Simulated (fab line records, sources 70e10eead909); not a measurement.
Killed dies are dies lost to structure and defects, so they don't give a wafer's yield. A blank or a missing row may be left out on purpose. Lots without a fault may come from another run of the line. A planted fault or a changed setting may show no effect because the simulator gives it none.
fab line records | flow nand_harc
record lots=6 wafers=18 last_day=24
route steps=1159 shown A_STAIRCASE@694 END@1159
lots that met no fault: from a run of the same line without faults
start_h: hours from the record's first day to the start of the lot's first wafer shown | wait_h: hours since the lot's step before | " the same as in the row above | L1.1+2: a row that stands for several wafers | - no value, or no start given | * or withheld: withheld | < > ~ a bound
route shown NAME@n: a module of which the file shows steps, and the number in the route of the first | usual: mean/standard deviation of fault-free wafers | same: alike in all rows | chamber/n: place in a boat | sites: the reading at each site | _std_site: their standard deviation | _edge_site: outer sites' mean less inner sites' | radius_mm: how far each site lies from the wafer's centre | mask NAME#n: copy n | behind: the tool/chamber that last shaped the wafer | hold: why the lot was held/for how many hours/how that ended | device: the transistor (n, p or np) that didn't switch | end of line: the same wafers' tests at the end of the route | a step without rows: its recipe alone | killed: dies lost to structure and defects at the first sort, not the wafer's yield | map: a wafer's dies, x killed, . not, _ none there
set.NAME: the setting as run; set.NAME@STEP: as run at that earlier step | model.NAME: the simulator's own value behind a step, which no gauge read
lots at some steps of the route; a table a step, a row a wafer
services: from which hour (start_h, from the record's first day; less than 0 if before it) a tool's chamber was out of use, for how many hours, and why
## steps
# step NHARC_A_STAIRCASE_STRIP_317
# recipe time_s=900 temp_c=130 chemistry=SPM
# step NHARC_A_STAIRCASE_PRECLEAN_318
# recipe time_s=* temp_c=50 bath_age_min=0 chemistry=SC1
# step NHARC_A_STAIRCASE_SRD_329
# step NHARC_A_STAIRCASE_ALD_415
# recipe target_thk_a=300 pulse_time_s=6 ald_cycles=300 temp_c=300 material=SiO2
# usual heater_power_w=484/35 precursor_pulse_height_rel=0.999/0.02
# same pulse_time_s=6
# columns lot.wafer tool chamber start_h wait_h heater_power_w precursor_pulse_height_rel
L211.4 ald_hk-02 2 268.40 0.3 523 0.996
L211.5 " 1 " " 531 1.020
L211.6 " 2 " " 504 1.023
L213.2 ald_hk-03 1 274.10 0.3 443 0.993
L213.3 " 2 " " 495 0.984
L213.5 " 0 " " 529 1.011
L215.2 ald_hk-03 1 282.35 0.5 437 0.988
L215.4 " 2 " " 484 0.981
L215.5 " 0 " " 514 0.995
L218.1 ald_hk-02 0 303.80 0.3 434 1.038
L218.6 " 3 " " 495 1.022
L218.5 " 0 " " 433 0.990
L225.3 ald_hk-02 0 352.24 0.5 440 0.995
L225.5 " 2 " " 517 1.001
L225.6 " 3 " " 491 0.989
L232.3 ald_hk-03 1 389.90 0.5 419 1.001
L232.5 " 3 " " 538 0.972
L232.6 " 0 " " 504 1.003
# step NHARC_A_STAIRCASE_ETCHBACK_416
# recipe target_depth_a=360 time_s=7.2 c4f8_flow_sccm=withheld o2_flow_sccm=8 ar_flow_sccm=withheld rf_w=600 bias_w=800 chemistry=C4F8/O2/Ar
# usual oes_product_au=0.94/0.033 rf_vpp_V=723/5
# columns lot.wafer tool chamber start_h wait_h oes_product_au rf_hours_counter_h rf_vpp_V
L211.4 rie_diel-13 1 - - 0.91 59 716
L211.5 " 3 " " 0.91 - 717
L211.6 " 0 " " 0.92 - 724
L213.3 rie_diel-13 1 - - 0.98 59 717
L213.2 " 0 " " 0.98 59 724
L213.5 " 1 " " 0.98 - 716
L215.4 rie_diel-02 3 - - 0.92 46 717
L215.2 " 1 " " 0.92 48 725
L215.5 " 3 " " 0.92 - 715
L218.1 rie_diel-13 3 - - 1.00 6 716
L218.5 " 2 " " 1.00 - 725
L218.6 " 3 " " 1.00 - 715
L225.3 rie_diel-05 1 - - 0.93 2 720
L225.5 " 1 " " 0.92 - 719
L225.6 " 2 " " 0.92 - 725
L232.3 rie_diel-05 3 - - 0.95 19 725
L232.5 " 2 " " 0.92 - 726
L232.6 " 3 " " 0.93 - 725
# step NHARC_A_STAIRCASE_STRIP_476
# recipe time_s=20 o2_flow_sccm=500 ar_flow_sccm=0 bias_w=0 chemistry=O2
# step NHARC_A_STAIRCASE_DEP_417
# recipe target_thk_a=600 step_coverage_pct=20 temp_c=400 target_thk_nm=60 flow_sccm=200 rf_w=450 material=Si3N4
# usual heater_power_w=780/100
# columns lot.wafer tool chamber start_h wait_h heater_power_w
L211.6 pecvd-02 1 270.56 - 818
L211.5 " 2 " " 721
L211.4 " 0 " " 895
L213.3 pecvd-02 0 276.20 - 887
L213.2 " 1 " " 815
L213.5 " 0 " " 867
L215.2 pecvd-02 1 284.21 - 705
L215.5 " 0 " " 926
L215.4 " 1 " " 703
L218.1 pecvd-02 2 305.81 - 638
L218.6 " 0 " " 910
L218.5 " 1 " " 764
L225.3 pecvd-02 0 354.29 - 1043
L225.6 " 1 " " 820
L225.5 " 2 " " 742
L232.3 pecvd-02 0 391.71 - 911
L232.5 " 0 " " 925
L232.6 " 2 " " 713
# step NHARC_A_STAIRCASE_WET_418
# recipe temp_c=160 target_depth_a=200 chemistry=H3PO4
# step NHARC_A_STAIRCASE_PRECLEAN_419
# recipe time_s=* temp_c=50 bath_age_min=0 chemistry=SC1
# step NHARC_A_STAIRCASE_SRD_421
# step NHARC_A_STAIRCASE_ALD_420
# recipe target_thk_a=200 pulse_time_s=6 ald_cycles=200 temp_c=300 material=SiO2
# usual heater_power_w=481/36 precursor_pulse_height_rel=0.999/0.019
# same pulse_time_s=6
# columns lot.wafer tool chamber start_h wait_h heater_power_w precursor_pulse_height_rel
L211.4 ald_hk-01 1 274.68 - 449 1.043
L211.6 " 2 " " 502 1.034
L211.5 " 3 " " 498 1.016
L213.2 ald_hk-01 1 281.03 - 442 0.981
L213.3 " 2 " " 525 1.005
L213.5 " 0 " " 432 0.971
L215.2 ald_hk-03 2 288.24 - 477 0.991
L215.4 " 3 " " 516 1.025
L215.5 " 1 " " 410 1.004
L218.1 ald_hk-02 0 309.75 - 438 1.062
L218.6 " 3 " " 489 0.973
L218.5 " 0 " " 421 1.008
L225.3 ald_hk-02 3 358.30 - 493 1.036
L225.6 " 1 " " 494 0.964
L225.5 " 2 " " 509 1.015
L232.3 ald_hk-03 0 395.96 - 504 0.972
L232.6 " 1 " " 428 0.996
L232.5 " 2 " " 500 0.997
# step NHARC_A_STAIRCASE_CVD_552
# recipe target_thk_a=400 temp_c=700 pressure_mtorr=300 material=SiNx
# usual pressure_mtorr=300.2/0.53 spike_tc_bottom_C=720/4.8
# columns lot.wafer tool chamber start_h wait_h pressure_mtorr spike_tc_bottom_C
L211.4 lpcvd-01 1 278.89 - 301.0 725
L211.5 " 1 " " 300.3 725
L211.6 " 1 " " 301.4 724
L213.2 lpcvd-01 0 285.40 - 300.5 719
L213.3 " 0 " " 300.0 720
L213.5 " 0 " " 300.2 720
L215.2 lpcvd-01 1 292.60 - - -
L215.4 " 1 " " - -
L215.5 " 1 " " - -
L218.1 lpcvd-02 0 314.28 - - -
L218.5 " 0 " " - -
L218.6 " 0 " " - -
L225.3 lpcvd-02 1 362.64 - 300.2 725
L225.5 " 1 " " 299.7 723
L225.6 " 1 " " 300.0 724
L232.3 lpcvd-02 1 397.04 - 300.4 727
L232.5 " 1 " " 299.5 726
L232.6 " 1 " " 300.1 724
# step NHARC_A_STAIRCASE_DEP_151
# recipe target_thk_a=38000 temp_c=400 target_thk_nm=3800 teos_flow_sccm=200 rf_w=500 material=SiO2
# usual heater_power_w=687/100
# columns lot.wafer tool chamber start_h wait_h heater_power_w
L211.6 pecvd-04 1 282.75 0.7 571
L211.4 " 2 " " 669
L211.5 " 0 " " 504
L213.2 pecvd-02 2 289.02 0.4 757
L213.3 " 0 " " 929
L213.5 " 1 " " 640
L215.2 pecvd-02 0 296.37 0.6 901
L215.4 " 2 " " 604
L215.5 " 0 " " 771
L218.1 pecvd-04 1 319.51 0.5 696
L218.5 " 0 " " 516
L218.6 " 2 " " 659
L225.3 pecvd-02 2 367.91 0.5 706
L225.5 " 2 " " 653
L225.6 " 0 " " 809
L232.3 pecvd-01 0 402.60 0.6 735
L232.6 " 1 " " 696
L232.5 " 2 " " 618
# step NHARC_END_SORT_01
# recipe temp_c=25
# usual killed_at_array=25/9.2 killed_at_other=0.9/1.3 killed_at_periphery=3.3/2.3 killed_dies=29/9.6 killed_open=3.2/1.8 killed_short=2/1.4
# same gross_dies=677
# columns lot.wafer tool chamber start_h wait_h hold killed_at_array killed_at_other killed_at_periphery killed_dies killed_open killed_short
L211.4 prober-02 0 437.98 3.4 - 17 4 7 28 6 2
L211.5 prober-02 0 438.77 3.7 - 13 2 1 16 3 1
L211.6 prober-02 0 439.56 3.9 - 10 0 6 16 3 0
L215.2 prober-01 0 451.94 2.8 await_dispo/2.7h/scrap 543 0 4 547 5 2
L215.4 prober-01 0 453.57 3.4 await_dispo/2.7h/scrap 542 0 2 544 3 2
L215.5 prober-01 0 454.38 3.8 await_dispo/2.7h/scrap 530 1 2 533 4 0
L213.2 prober-01 0 459.81 2.8 - 31 0 6 37 5 4
L213.3 prober-01 0 460.60 3.1 - 30 0 4 34 6 3
L213.5 prober-01 0 462.18 3.7 - 21 0 5 26 3 2
L218.1 prober-02 0 470.26 2.5 await_dispo/2.0h/scrap 544 0 3 547 5 4
L218.5 prober-02 0 473.46 3.7 await_dispo/2.0h/scrap 545 1 1 547 1 2
L218.6 prober-02 0 474.26 4.0 await_dispo/2.0h/scrap 554 0 3 557 6 3
L225.3 prober-02 0 543.60 3.1 - 21 1 4 26 4 1
L225.5 prober-02 0 545.16 3.6 - 16 4 2 22 3 4
L225.6 prober-02 0 545.94 3.9 - 25 5 0 30 1 2
L232.3 prober-02 0 576.60 3.1 - 31 2 6 39 3 0
L232.5 prober-02 0 578.20 3.7 - 44 0 10 54 7 2
L232.6 prober-02 0 579.00 4.0 - 33 2 4 39 0 2
# killed by level:class
L211.4 A_SGD_CUT:chamber_film_flake=4 THIN_TSV:chamber_film_flake=4 A_CONTACT:geometric_particle:open=2 P_ZERO_WELL:chamber_film_flake=2 P_STI:chamber_film_flake=2 A_CHANNEL_HOLE_D1:chamber_film_flake=2 A_CHANNEL_FILL_D1:chamber_film_flake=2 P_GATE:geometric_particle:open=1
L211.5 A_CHANNEL_HOLE_D1:chamber_film_flake=2 A_WL_FILL:chamber_film_flake=2 A_CONTACT:chamber_film_flake=2 THIN_TSV:chamber_film_flake=2 A_CHANNEL_FILL_D1:geometric_particle:short=1 A_CHANNEL_FILL_D1:geometric_particle:open=1 A_BLC:geometric_particle:open=1 A_M0:geometric_particle:open=1
L211.6 P_ZERO_WELL:chamber_film_flake=3 A_CHANNEL_HOLE_D1:chamber_film_flake=2 A_CHANNEL_FILL_D1:chamber_film_flake=2 A_STAIRCASE:chamber_film_flake=2 A_SGD_CUT:chamber_film_flake=2 P_CONTACT:geometric_particle:open=1 A_ONON_D1:geometric_particle:open=1 A_M1:geometric_particle:open=1
L215.2 A_STAIRCASE:area_cvd=510 A_CHANNEL_HOLE_D1:chamber_film_flake=11 A_STAIRCASE:chamber_film_flake=7 A_SLIT:chamber_film_flake=7 P_CONTACT:geometric_particle:open=2 A_ONON_D1:geometric_particle:open=2 A_WL_FILL:chamber_film_flake=2 P_M0:geometric_particle:open=1
L215.4 A_STAIRCASE:area_cvd=514 A_CHANNEL_HOLE_D1:chamber_film_flake=15 A_SLIT:chamber_film_flake=8 A_WL_FILL:geometric_particle:short=2 P_M0:geometric_particle:open=1 A_ONON_D1:geometric_particle:open=1 A_BLC:geometric_particle:open=1 P_ZERO_WELL:chamber_film_flake=1
L215.5 A_STAIRCASE:area_cvd=505 A_CHANNEL_HOLE_D1:chamber_film_flake=12 A_SLIT:chamber_film_flake=5 A_STAIRCASE:chamber_film_flake=3 A_CONTACT:geometric_particle:open=2 A_CONTACT:chamber_film_flake=2 P_CONTACT:geometric_particle:open=1 P_M0:geometric_particle:open=1
L213.2 A_CHANNEL_HOLE_D1:chamber_film_flake=13 A_CONTACT:chamber_film_flake=7 A_WL_FILL:chamber_film_flake=3 P_M0:geometric_particle:open=2 A_CHANNEL_FILL_D1:geometric_particle:open=2 A_STAIRCASE:chamber_film_flake=2 A_SLIT:chamber_film_flake=2 P_STI:geometric_particle:short=1
L213.3 A_CHANNEL_HOLE_D1:chamber_film_flake=12 A_CONTACT:chamber_film_flake=5 A_M0:geometric_particle:open=4 P_M1:chamber_film_flake=3 A_STAIRCASE:chamber_film_flake=3 A_WL_FILL:chamber_film_flake=2 P_CONTACT:geometric_particle:open=1 A_ONON_D1:geometric_particle:short=1
L213.5 A_CHANNEL_HOLE_D1:chamber_film_flake=10 P_M1:chamber_film_flake=4 A_CONTACT:chamber_film_flake=4 A_WL_FILL:chamber_film_flake=2 P_GATE:geometric_particle:open=1 A_CHANNEL_FILL_D1:geometric_particle:short=1 A_CONTACT:geometric_particle:open=1 A_CONTACT:geometric_particle:short=1
L218.1 A_STAIRCASE:area_cvd=510 A_CHANNEL_HOLE_D1:chamber_film_flake=11 A_STAIRCASE:chamber_film_flake=6 A_CONTACT:chamber_film_flake=6 A_SLIT:chamber_film_flake=3 P_M0:geometric_particle:open=2 A_M0:chamber_film_flake=2 P_CONTACT:geometric_particle:short=1
L218.5 A_STAIRCASE:area_cvd=516 A_SLIT:chamber_film_flake=7 A_CHANNEL_HOLE_D1:chamber_film_flake=6 A_CONTACT:chamber_film_flake=6 A_STAIRCASE:chamber_film_flake=5 A_BONDPAD:chamber_film_flake=2 P_M0:geometric_particle:open=1 A_CHANNEL_FILL_D1:geometric_particle:short=1
L218.6 A_STAIRCASE:area_cvd=517 A_CHANNEL_HOLE_D1:chamber_film_flake=16 A_SLIT:chamber_film_flake=8 A_STAIRCASE:chamber_film_flake=4 P_M0:geometric_particle:open=2 A_CONTACT:chamber_film_flake=2 P_CONTACT:geometric_particle:open=1 A_CHANNEL_FILL_D1:geometric_particle:short=1
L225.3 A_STAIRCASE:chamber_film_flake=9 A_SLIT:chamber_film_flake=4 A_CHANNEL_HOLE_D1:chamber_film_flake=3 P_CONTACT:geometric_particle:open=2 A_CONTACT:chamber_film_flake=2 P_M1:geometric_particle:open=1 A_SGD_CUT:geometric_particle:short=1 A_M0:geometric_particle:open=1
L225.5 A_STAIRCASE:chamber_film_flake=4 THIN_TSV:chamber_film_flake=4 A_SLIT:chamber_film_flake=3 A_CHANNEL_HOLE_D1:chamber_film_flake=2 A_CONTACT:chamber_film_flake=2 P_CONTACT:geometric_particle:open=1 P_CONTACT:geometric_particle:short=1 A_SGD_CUT:geometric_particle:short=1
L225.6 A_STAIRCASE:chamber_film_flake=11 A_CHANNEL_HOLE_D1:chamber_film_flake=5 THIN_TSV:chamber_film_flake=5 A_SLIT:chamber_film_flake=3 A_CONTACT:chamber_film_flake=3 A_ONON_D1:geometric_particle:short=2 A_CONTACT:geometric_particle:open=1
L232.3 A_CHANNEL_HOLE_D1:chamber_film_flake=19 A_SLIT:chamber_film_flake=6 P_STI:chamber_film_flake=2 P_M2:chamber_film_flake=2 A_WL_FILL:chamber_film_flake=2 A_CONTACT:chamber_film_flake=2 P_CONTACT:geometric_particle:open=1 A_CONTACT:geometric_particle:open=1
L232.5 A_CHANNEL_HOLE_D1:chamber_film_flake=18 A_SLIT:chamber_film_flake=12 P_M2:chamber_film_flake=6 A_CONTACT:chamber_film_flake=4 P_CONTACT:geometric_particle:open=2 A_CHANNEL_FILL_D1:geometric_particle:open=2 A_CONTACT:geometric_particle:open=2 P_GATE:chamber_film_flake=2
L232.6 A_CHANNEL_HOLE_D1:chamber_film_flake=12 A_SLIT:chamber_film_flake=11 A_CONTACT:chamber_film_flake=6 P_M2:chamber_film_flake=2 A_WL_FILL:chamber_film_flake=2 THIN_TSV:chamber_film_flake=2 P_CONTACT:geometric_particle:short=1 A_CONTACT:geometric_particle:short=1
# map L215.2 (x killed, . not)
____________x____________
_________xxx...x_________
_______xxxx.xxxxxx_______
______x.xxx....xx.x______
_____x..x.xxxxx..x.x_____
____xxxx..x.x.x.xxxxx____
____xxxx..xxx.x.xxxx.____
___xxxxxxx.x.xx..xx..x___
___xx.xx.x...xxxxx.xxx___
__xxxxxx.xxx..x.....xx.__
__xxxxxxxx.xx.xxxx..x.x__
_xxxxxxx.x...xxx.xxxx..x_
_xxxxxxx.x...x..x...xxxx_
_xxxxxxx..xx.x....x.xxx._
_xxxxxxxxx..xx.x.xx..x.x_
_xxxxxxxxxxxxx.xxxx..x.._
xxxxxxx...xxxxxx.xxxxx.xx
xx.xxx.xxxxxxxxx.x....xxx
xxxxxxxxx....xx.x.xxx.xxx
xxxxxxxxxxxxxxxx.xxxxxxxx
xxxxxxxxx.x.x..xx.xxxxxxx
_xxxxxxx.xx...xxxx.xxxxx_
_xx.xxxxxxxxxx.xxx.xxx.x_
_xxxxxxxxxxxxxxxx.xxxxxx_
_xxxxxxxxxxxxxxx.xxxxx.x_
_xxxxxxxxxxxxxx..xxxxxxx_
__xxxxxx.xxxxxx.xxxxxxx__
__xxxxxxxxxxxxxxxxxxxxx__
___xxxxxxxxxxxxxxxxxxx___
___xxxxxxxxxxxxxxxxxxx___
____xxxxxxxxxxxxxxxxx____
____xxxxxxxxxxxxxxxxx____
_____xxxxxxxxxxxxxxx_____
______xxxxxxxxxxxxx______
_______xxxxxxxxxxx_______
_________xxxxxxx_________
____________x____________
# map L218.6 (x killed, . not)
____________x____________
_________xxxxxxx_________
_______xxxxxxxxxxx_______
______xxxxxxxxxxxxx______
_____xxxxxxxxxxxxxxx_____
____xxxxxxxxxxxxxxxxx____
____xxxxxxxxxxxxx.xxx____
___x.xx.xxxxxxxxxxxxxx___
___xx.xxxxxxxxxxxxxxxx___
__xxxxx.xx.xxxxxxxxxxxx__
__xxx.x.xxxxxxxxxxxxxxx__
_xxxxx.xxxxx.xxxxxxxxxxx_
_..x.xxxxxxxxxxxxxxxxxxx_
_.xxxxxxxxxxxxxxxxxxxxxx_
_.xxxx.xxxxxxxxxxxxxxxxx_
_.x.xxx..xx.xxxxxxxxxxxx_
.xxxxxx.xxxxxxxxxxxxxxxxx
..xxxxxxxxxxxxxxxxxxxxxxx
..xx..xxxxxxxxxxxxxxxxxxx
x.xxx.xxxxxxxxxxxxxxxxxxx
x..xxxx..xxx.xxxxxxxxxxxx
_xxx..x.xx.xxxxxxxxx.xxx_
_.x..xxx.xxxxxxxx.xxxxxx_
_...xx.xxxx.xx.xxxxxxxxx_
_.....x..xxxxxxxxxxxxxxx_
_..xxxxx.x.x.x.xx.xxx.xx_
__......x.x.xxxxxxxxxxx__
__...xxx.xxxx.xxxxxxx.x__
___x.xxxxx..x.xxxxxxxx___
___.x....xxx.xxxxxxxxx___
____..xxxxxx.xxxxxxxx____
____....xx..xxxx.xx.x____
_____.....xxxxxxx..x_____
______.....xxxxxxxx______
_______x.xxx.x..xx_______
_________.x.xxxx_________
____________x____________
## services
# columns tool chamber start_h hours kind
rie_diel-05 3 249.08 2.5 repair
rie_diel-13 - 276.17 9.0 pm
pecvd-01 0 288.31 11.8 repair
rie_diel-02 0 297.39 8.6 repair
rie_diel-13 3 306.33 3.1 repair
ald_hk-03 - 311.09 1.8 repair
lpcvd-01 - 314.75 0.8 repair
ald_hk-03 - 327.12 10.0 pm
rie_diel-02 - 327.74 9.0 pm
pecvd-02 0 329.73 4.6 repair
pecvd-02 - 334.39 13.0 pm
pecvd-02 0 334.39 13.0 vent_cycle
pecvd-02 1 334.39 13.0 vent_cycle
pecvd-02 2 334.39 13.0 vent_cycle
rie_diel-05 - 340.66 9.0 pm
rie_diel-02 3 340.85 15.6 repair
pecvd-02 0 347.39 - clean
pecvd-02 1 347.39 - clean
pecvd-01 0 351.15 6.1 repair
pecvd-01 0 365.15 14.1 repair
pecvd-04 - 366.98 0.5 repair
rie_diel-02 3 376.00 1.2 repair
pecvd-04 - 376.70 13.0 pm
rie_diel-13 2 402.42 2.0 repair
## key
first_sign step=NHARC_A_STAIRCASE_CVD_552 reading=tool_record direction=missing
effect step=NHARC_END_SORT_01 reading=killed_at_array direction=up sigmas=56 usual=25 struck=543
more_kills_born_at NHARC_A_STAIRCASE_CVD_552@lpcvd-02=1543 NHARC_A_STAIRCASE_CVD_552@lpcvd-01=1529
met_at NHARC_A_STAIRCASE_CVD_552
struck_wafers L215.2,L215.4,L215.5,L218.1,L218.5,L218.6
later_rows_left_out L215.2,L215.4,L215.5,L218.1,L218.5,L218.6
tester_left_out L215,L218
onset_between 285.40 292.60
fault kind=skipped_step_whole tool=lpcvd-01,lpcvd-02 chamber=- onset_h=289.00 steps=NHARC_A_STAIRCASE_CVD_552 scope=struck_lots_only
# tester_left_out: of these lots the tester's yield and bins aren't shown, on N5 and GAA mostly nor the transistor test; their killed dies are dies lost to structure and defects alone, not to doping, threshold or leakage, so they don't give the yield
# later_rows_left_out: the simulator's readings of these wafers behind a module that went badly wrong aren't trusted and aren't shown, but for the sort
